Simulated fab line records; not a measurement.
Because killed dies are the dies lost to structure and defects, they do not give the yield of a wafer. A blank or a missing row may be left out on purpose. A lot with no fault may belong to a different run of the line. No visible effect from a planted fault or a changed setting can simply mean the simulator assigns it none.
Matching of chambers ; flow n5-finfet ; cmp-03 running N5_GATE_CUT_CMP_61: 4 sister chambers
The step polishes, stops on SiNx, t overpolish 3 s. 8 wafers are shown with their chamber, then 8 later ones without.

== WAFERS WITH THEIR CHAMBER ==
wafer;chamber;motor-current-A (A)
L083.4;0;11.8
L085.1;3;13.4
L085.2;1;13.0
L085.6;3;12.8
L086.3;2;10.8
L086.5;2;11.5
L086.6;1;12.0
L092.1;0;11.6

== WAFERS WITH NO CHAMBER GIVEN ==
wafer;motor-current-A (A)
L092.2;12.6
L092.5;12.3
L093.1;12.6
L093.4;10.7
L093.5;12.7
L094.1;11.8
L094.5;11.8
L094.6;11.5

== THE CHAMBER EACH PASSED THROUGH ==
wafer;from the rows above;in truth
L092.2;can't be placed: 1 or 3 or 0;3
L092.5;can't be placed: 1 or 0 or 3 or 2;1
L093.1;can't be placed: 1 or 3 or 0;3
L093.4;can't be placed: 2 or 0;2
L093.5;can't be placed: 1 or 3 or 0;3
L094.1;can't be placed: 0 or 2 or 1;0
L094.5;can't be placed: 0 or 2 or 1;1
L094.6;can't be placed: 0 or 2 or 1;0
Correct placement for 0 of the 8. Cannot be placed on the basis of these rows: 8; the candidates contain the true chamber in 8. 0 placed wrongly.
How it was worked out, from the rows above alone: a wafer's distance from a chamber is the root of the sum, over the readings, of the square of ((its reading less the chamber's mean) divided by the reading's scatter). If the next closest chamber is less than 2 further off than the closest, the wafer can't be placed; otherwise it belongs to the closest. For every chamber, the mean is computed from those of its wafers that are shown. The scatter: the root of (the sum of the squares of (reading less its chamber's mean) over the shown wafers, divided by (wafers less chambers)).
